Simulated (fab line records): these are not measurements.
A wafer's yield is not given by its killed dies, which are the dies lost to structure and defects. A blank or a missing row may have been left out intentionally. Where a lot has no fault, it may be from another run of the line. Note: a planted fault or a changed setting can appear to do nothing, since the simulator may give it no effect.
fab line records ; flow n5_finfet
[record] lots = 4; wafers = 12; last_day = 17
route steps=1938 shown HKMG_FIN@409 BEOL_M4@1111 PASSIVATION@1936
lots untouched by any fault: they come from a run of this same line in which no faults occurred
start_h: hours from the record's opening day to when the first of the lot's shown wafers began ; wait_h: hours elapsed since this lot's preceding step ; " the same as in the row above ; L1.1+2: several wafers, shown together as one row ; - value missing, or start not given ; * or withheld: withheld ; < > ~ a bound
route shown NAME@n: a module of which the file shows steps, and the number in the route of the first ; usual: mean and standard deviation over wafers with no fault ; same: alike in all rows ; chamber/n: place in a boat ; sites: the reading at each site ; _std_site: standard deviation across them ; _edge_site: the outer-site mean with the inner-site mean subtracted ; radius_mm: for every site, how far away it sits from the centre of the wafer ; mask NAME#n: copy n ; behind: tool/chamber where the wafer was last shaped ; hold: why the lot went on hold/how many hours it stayed there/how the hold came to an end ; device: whichever transistor did not switch (one of n, p or np) ; end of line: the same wafers' tests at the end of the route ; for a step that has no rows: nothing shown but its recipe ; killed: dies lost to structure and defects at the first sort, not the wafer's yield ; map: dies across one wafer; x = killed, . = not, _ = none there
set.NAME: the setting as run; set.NAME@STEP: as run at that earlier step ; model.NAME: the simulator's own value behind a step, which no gauge read
lots seen at some steps along the route; tables by step, rows by wafer
services: when a tool's chamber went out of use (start_h, in hours from the record's first day, below 0 if earlier), for how many hours, and the reason
[[steps]]
[step N5_HKMG_FIN_STRIP_60]
[recipe] chemistry = N2/H2; power_w = 2500; temp_c = 300; h2_frac = 0.65; time_s = 360; pressure_mtorr = withheld; n2_flow_sccm = 1750; h2_flow_sccm = 3250
[step N5_HKMG_FIN_WET_ETCH_77]
[recipe] chemistry = dHCl; mix = 1:10000; temp_c = 25; target = La2O3; stop_on = HfO2; target_depth_nm = 2
[step N5_HKMG_FIN_WET_ETCH_78]
[recipe] chemistry = dNH4OH; mix = 1:50; temp_c = 25; target = Al2O3; stop_on = La2O3; target_depth_nm = 4.5; dry = ipa_marangoni; rinse_time_s = 30; rinse_temp_c = 23
[step N5_HKMG_FIN_ALD_79]
[recipe] material = TiN; target_thk_a = 15; temp_c = 400; ald_precursor_family = TiCl4; ald_co_reactant = NH3; pulse_time_s = 1; purge_time_s = 3; co_reactant_purge_time_s = 2; co_reactant_pulse_time_s = 2; ald_cycles = 68; pressure_torr = 3
[step N5_HKMG_FIN_CVD_62]
[recipe] material = a-Si; target_thk_a = 30; temp_c = 500; precursor = Si2H6; pressure_torr = 1; time_s = 20.8
[step N5_HKMG_FIN_RTA_80]
[recipe] temp_c = withheld; time_s = 2; ambient = N2; idle_temp_c = 600; ramp_up_c_per_s = 150; ramp_down_c_per_s = 60; cool_to_c = 600
[step N5_HKMG_FIN_PRECLEAN_64]
[recipe] chemistry = dHF; time_s = 30; temp_c = 25; dilution = withheld
[step N5_HKMG_FIN_WET_ETCH_65]
[recipe] chemistry = TMAH; temp_c = 70; conc_wt_pct = 5; target = a-Si; stop_on = TiN; time_s = 49; target_depth_nm = 3
[step N5_HKMG_FIN_WET_ETCH_81]
[recipe] chemistry = SC1; target = TiN; stop_on = HfO2; mix = 1:1:5; temp_c = 60; time_s = 57; target_depth_nm = 6
[step N5_HKMG_FIN_WET_ETCH_82]
[recipe] chemistry = dHCl; mix = 1:10000; temp_c = 25; target = La2O3; stop_on = HfO2; target_depth_nm = 2; dry = ipa_marangoni; rinse_time_s = 30; rinse_temp_c = 23
[step N5_HKMG_FIN_ALD_36]
[recipe] material = TiN; target_thk_a = 10; temp_c = 400; ald_precursor_family = TiCl4; ald_co_reactant = NH3; pulse_time_s = 1; purge_time_s = 3; co_reactant_purge_time_s = 2; co_reactant_pulse_time_s = 2; ald_cycles = 47; pressure_torr = 3
[step N5_HKMG_FIN_PWFM_ALD_03]
[recipe] material = TiN; target_thk_a = 20; temp_c = 400; ald_precursor_family = TiCl4; ald_co_reactant = NH3; pulse_time_s = 1; purge_time_s = 3; co_reactant_purge_time_s = 2; co_reactant_pulse_time_s = 2; ald_cycles = 91; pressure_torr = 3
[usual] heater_power_w = 863/83; precursor_pulse_height_rel = 1.001/0.02
lot.wafer;tool;chamber;start_h;wait_h;heater_power_w;precursor_pulse_height_rel;since_wet_clean_h
L819.3;ald_metal-03;1;135.74;0.0;821;0.996;2876
L819.4;ald_metal-03;2;135.74;0.0;773;0.983;2876
L819.5;ald_metal-03;2;135.74;0.0;757;0.971;-
L829.2;ald_metal-03;2;196.79;0.0;775;0.971;2937
L829.5;ald_metal-03;3;196.79;0.0;997;0.991;-
L829.6;ald_metal-03;0;196.79;0.0;902;1.027;-
L830.1;ald_metal-03;0;199.85;0.0;884;1.008;2940
L830.3;ald_metal-03;3;199.85;0.0;1022;1.007;2940
L830.6;ald_metal-03;3;199.85;0.0;1003;1.020;-
L831.2;ald_metal-01;2;211.72;0.0;901;1.018;6029
L831.4;ald_metal-01;3;211.72;0.0;740;1.010;6029
L831.5;ald_metal-01;3;211.72;0.0;760;0.999;-
[step N5_HKMG_FIN_COAT_29]
[recipe] resist = SOC; temp_c = 250; time_s = 60; spin_rpm = 1500; resist_thk_nm = 300
[step N5_HKMG_FIN_COAT_30]
[recipe] resist = SiARC; temp_c = 220; time_s = 60; spin_rpm = 1500; resist_thk_nm = 35
[step N5_HKMG_FIN_COAT_06]
[recipe] resist = CAR-ArF; spin_rpm = 1500; resist_thk_nm = 90
[step N5_HKMG_FIN_EBR_08]
[recipe] solvent = PGMEA; ebr_width_mm = 1.5
[step N5_HKMG_FIN_SOFTBAKE_07]
[recipe] temp_c = 110; time_s = 60; resist = CAR-ArF
[step N5_HKMG_FIN_EXPOSE_09]
[recipe] mask_id = NWFM; na = 1.35; source_shape = conventional; sigma_outer = 0.8; polarization = unpolarized; dose_mj = 39.25
[step N5_HKMG_FIN_PEB_10]
[recipe] peb_temp_c = withheld; peb_time_s = 60; resist = CAR-ArF
[step N5_HKMG_FIN_DEVELOP_11]
[recipe] develop_time_s = 30; developer = TMAH; resist = CAR-ArF; dev_temp_c = 23; rinse_liquid = diw; dry = air_spin
[step N5_HKMG_FIN_INSPECT_14]
[recipe] mode = adi; inspect_instrument = macro
[usual] raw_defect_count = 2.1/1.6
lot.wafer;tool;chamber;start_h;wait_h;raw_defect_count
L819.3;defect_inspect-02;-;136.50;0.0;3
L819.4;defect_inspect-02;-;136.50;0.0;2
L819.5;defect_inspect-02;-;136.50;0.0;2
L829.2;defect_inspect-01;-;197.68;0.0;6
L829.5;defect_inspect-01;-;197.68;0.0;>300
L829.6;defect_inspect-01;-;197.68;0.0;3
L830.1;defect_inspect-02;-;200.61;0.0;2
L830.3;defect_inspect-02;-;200.61;0.0;>300
L830.6;defect_inspect-02;-;200.61;0.0;>300
L831.2;defect_inspect-02;-;212.49;0.0;4
L831.4;defect_inspect-02;-;212.49;0.0;1
L831.5;defect_inspect-02;-;212.49;0.0;5
[step N5_HKMG_FIN_DESCUM_17]
[recipe] chemistry = O2; time_s = 7.9; source_power_w = 50; bias_power_w = 20; pressure_mtorr = 20; rf_frequency_hz = 2.712e+07; temp_c = 40; resist = CAR-ArF; o2_flow_sccm = 225
[step N5_BEOL_M4_RC_MEAS_101]
[usual] DIBL_N = 36.3/1.4; DIBL_P = 36.2/1.5; IOFF_N = 0.160/0.021; IOFF_P = 0.211/0.027; ION_N = 676/7.7; ION_P = 463/5.5; SS_N = 71.4/0.57; SS_P = 73.3/0.58; VT_N = 249.3/2.5; VT_P = -250.1/2.6
lot.wafer;tool;chamber;start_h;wait_h;DIBL_N[mV/V];DIBL_P[mV/V];IOFF_N[nA/um];IOFF_P[nA/um];ION_N[uA/um];ION_P[uA/um];SS_N[mV/dec];SS_P[mV/dec];VT_N[mV];VT_P[mV]
L819.3;prober-01;0;245.09;0.3;35.3;35.3;0.138;0.194;680;466;70.9;72.7;251.1;-250.0
L819.4;prober-01;0;245.09;0.3;36.2;36.0;0.149;0.209;673;462;71.2;73.4;249.0;-248.5
L819.5;prober-01;0;245.09;0.3;36.6;36.2;0.152;0.203;666;458;71.2;73.4;251.2;-249.7
L829.2;prober-02;0;297.07;0.2;36.4;37.7;0.155;0.221;668;462;71.0;73.7;248.5;-249.1
L829.5;prober-02;0;297.07;0.2;34.5;35.2;0.124;0.180;679;466;70.7;72.7;250.1;-251.3
L829.6;prober-02;0;297.07;0.2;34.5;36.1;0.126;0.186;667;460;71.2;73.0;251.4;-252.6
L830.1;prober-01;0;300.62;0.0;35.0;36.0;0.140;0.211;667;465;71.1;72.8;250.3;-250.5
L830.3;prober-01;0;300.62;0.0;36.2;38.5;0.167;0.231;676;462;71.1;73.8;247.4;-247.8
L830.6;prober-01;0;300.62;0.0;33.9;35.6;0.123;0.192;664;462;71.1;73.3;253.1;-251.2
L831.2;prober-01;0;308.47;0.2;35.3;35.3;0.154;0.207;680;471;71.7;73.1;250.3;-251.8
L831.4;prober-01;0;308.47;0.2;34.4;34.6;0.138;0.186;663;460;70.7;72.6;254.1;-249.7
L831.5;prober-01;0;308.47;0.2;36.3;36.6;0.164;0.222;673;463;72.2;73.5;249.9;-250.5
[step N5_PASSIVATION_PROBE_49]
[usual] defect_limited_yield = 91.3/1.4; killed_at_M0_to_M3 = 34/10; killed_at_M4_up = 13/4.8; killed_at_contacts = 12/6.1; killed_at_front_end = 40/11; killed_at_other = 3.7/2.8; killed_dies = 103/16; killed_on_rim = 13/3.6; killed_open = 67/12; killed_short = 34/7.4; sort_bin_5_function = 5.1/0.95; sort_bin_6_memory = 3.2/0.62; sort_n_pass = 1077/16; sort_yield_pct = 91.3/1.4
[same] gross_dies = 1180; killed_at_back_side = 0; sort_bin_4_leakage[%] = 0; sort_bin_8_speed[%] = 0
lot.wafer;tool;chamber;start_h;wait_h;defect_limited_yield[%];killed_at_M0_to_M3;killed_at_M4_up;killed_at_contacts;killed_at_front_end;killed_at_other;killed_dies;killed_on_rim;killed_open;killed_short;sort_bin_5_function[%];sort_bin_6_memory[%];sort_n_pass;sort_yield_pct[%]
L819.3;prober-02;-;356.25;0.1;92.2;30;9;13;38;2;92;17;46;46;3.8;3.5;1088;92.2
L819.4;prober-02;-;356.30;0.2;90.3;41;12;18;41;3;115;10;76;37;5.6;3.9;1065;90.3
L819.5;prober-02;-;356.35;0.2;91.8;24;20;9;40;4;97;12;57;39;5.4;2.4;1083;91.8
L830.1;prober-02;-;400.44;0.0;90.8;45;15;9;37;2;108;12;67;40;5.3;3.6;1072;90.8
L830.3;prober-02;-;400.54;0.1;83.1;18;15;13;153;1;200;24;45;27;9.3;4.0;980;83.1
L830.6;prober-02;-;400.69;0.3;80.5;45;16;15;154;0;230;32;52;50;12.2;4.0;950;80.5
L829.5;prober-01;-;401.64;0.7;81.9;53;16;1;142;2;214;27;60;30;11.4;4.0;966;81.9
// killed by level:class
L819.3 GATE_CUT:geometric_particle:short=9 MOL_CONTACT_COAG:geometric_particle:open=9 BEOL_M2:geometric_particle:open=8 BEOL_M0_SAQP:geometric_particle:short=7 STARTING-WAFER:geometric_particle:open=5 GATE_CUT:geometric_particle:open=4 MOL_CONTACT_COAG:geometric_particle:short=4 BEOL_M1:geometric_particle:short=4
L819.4 BEOL_M2:geometric_particle:open=15 MOL_CONTACT_COAG:geometric_particle:open=11 BEOL_M0_SAQP:geometric_particle:short=10 GATE_CUT:geometric_particle:open=7 BEOL_M0_SAQP:geometric_particle:open=7 DUMMY_GATE:geometric_particle:open=6 MOL_CONTACT_COAG:geometric_particle:short=6 FIN_SAQP:geometric_particle:short=5
L819.5 BEOL_M4:geometric_particle:open=9 BEOL_M2:geometric_particle:open=8 GATE_CUT:geometric_particle:short=7 SPACER0:geometric_particle:short=6 MOL_CONTACT_COAG:geometric_particle:open=6 BEOL_M0_SAQP:geometric_particle:short=6 BEOL_M0_SAQP:geometric_particle:open=6 FIN_SAQP:geometric_particle:short=5
L830.1 BEOL_M0_SAQP:geometric_particle:short=14 BEOL_M0_SAQP:geometric_particle:open=11 FIN_SAQP:geometric_particle:short=8 MOL_CONTACT_COAG:geometric_particle:open=8 BEOL_M4:geometric_particle:open=8 STI_FIN_REVEAL:geometric_particle:open=7 BEOL_M3:geometric_particle:open=7 BEOL_M2:geometric_particle:open=6
L830.3 HKMG_FIN:unspecified=122 MOL_CONTACT_COAG:geometric_particle:open=13 GATE_CUT:geometric_particle:short=7 DUMMY_GATE:geometric_particle:open=6 BEOL_M0_SAQP:geometric_particle:open=6 BEOL_M4:geometric_particle:open=5 BEOL_M4:geometric_particle:short=4 STI_FIN_REVEAL:geometric_particle:open=3
L830.6 HKMG_FIN:unspecified=126 BEOL_M0_SAQP:geometric_particle:short=16 MOL_CONTACT_COAG:geometric_particle:open=11 BEOL_M0_SAQP:geometric_particle:open=10 FIN_SAQP:geometric_particle:short=7 BEOL_M1:geometric_particle:short=6 BEOL_M5:geometric_particle:open=6 GATE_CUT:geometric_particle:short=5
L829.5 HKMG_FIN:unspecified=122 BEOL_M1:geometric_particle:open=10 BEOL_M2:geometric_particle:open=10 BEOL_M0_SAQP:geometric_particle:open=8 BEOL_M3:geometric_particle:open=8 BEOL_M1:geometric_particle:short=6 FIN_SAQP:geometric_particle:short=5 BEOL_M3:geometric_particle:short=5
// map L829.5 (x killed, . not)
_________________xxxxx.......________________
______________xxxxxxxxx....x...._____________
___________xxxxxxxxxxx.x...........__________
__________xxxxxxxxxxxxxxx..........._________
________.xxxxxxxxxxxxxxxxx............_______
_______xxxxxxxxxxxxxxxx.xx......x......______
______.x.xxxxxxxxxxx.xx................._____
_____.....x.xxxxxxxxxx.x..x..............____
____...x..xxxxxxxxxxx.x.....x.......x.....___
___.......x.xxxxxx....xxx........x..x......__
___......x.x..x..xxx.x.................x..x__
__........x.....x...........x..x..........x._
__..........................x....x.........._
_..............x...x.....x.....x.....x..x....
_............................x...xx..........
_....x...................................x...
_....x...................x........x..........
_...........x.x............................x.
_......x..............x......x.........x.....
_........x...x................x..............
_........................x.......x....x....x.
__...xx..........x....x.........x..........._
__...........x..........x.x................._
___................x....................x..__
___....x....x........x..........x..........__
____............x.x.............x..x..x...___
_____............................xx......____
______.x............x.x.x.....x........._____
_______.......x............x.....x.....______
________...x.......x....x............._______
__________..................xx......_________
___________........................__________
______________..........x...x.xx_____________
_________________............________________
// map L830.6 (x killed, . not)
_________________xxxx..x.....________________
______________xxxxxxxx.......x.x_____________
___________xxxxxxxxxxx.............__________
__________xxxxxxxxxxxxxx............_________
________.xxxxxxxxxxxxxxx.x..x..x......_______
_______.xx.xxxxxxxxxxxxxx......x.......______
______.xx.xxxxxxxxxxxx.xx......x........_____
_____x..xxxxxxxxxxxxxxxx..x...x......x...____
____..x...xxxxxxxxxxxxx................x..___
___.x....x...xxxxxxxx...................x..__
___.........xxx..xx.x...........x..x...x...__
__....x....x........x....x........x........._
__....x............x....................x..._
_.....x.x.x...............x..................
_.............x....x..xx.....x...............
_.x.....................x...........x........
_...............x.x..........x...............
_.........x............x....x.xx.............
_.x...x.....x......x..x........x.............
_.................x.................x...xx..x
_.......x..x................x................
__...x..x.......................x..........._
__..xx......x.....xx.....x...........x......_
___........................................__
___.x........xx.........xx......xx.........__
____..............x...x.......x.x..x.x....___
_____x....x....x....................x....____
______.........x..x...........x..x......_____
_______.x..........x...................______
________..........x.................x._______
__________...........x....x........._________
___________....................x...__________
______________.................._____________
_________________.....x.xx...________________
[[services]]
tool;chamber;start_h;hours;kind
ald_metal-03;-;112.35;2.8;pm
ald_metal-01;-;141.44;6.0;pm
ald_metal-03;1;141.59;3.0;repair
ald_metal-03;3;208.02;6.1;repair
[[key]]
[first_sign] step = N5_HKMG_FIN_INSPECT_14; reading = raw_defect_count; direction = up; sigmas = 99+; usual = 2.1; struck = >300
[effect] step = N5_PASSIVATION_PROBE_49; reading = killed_at_front_end; direction = up; sigmas = 10; usual = 40; struck = 150
[more_kills_born_at] N5_HKMG_FIN_PWFM_ALD_03@ald_metal-03 = 370
met_at N5_HKMG_FIN_PWFM_ALD_03
struck_wafers L829.5,L830.3,L830.6
[fault] kind = chamber_particle_source; tool = ald_metal-03; chamber = 3; onset_h = 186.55; steps = N5_HKMG_FIN_PWFM_ALD_03; rate_per_visit_cm2 = 1.3688; end_h = 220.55
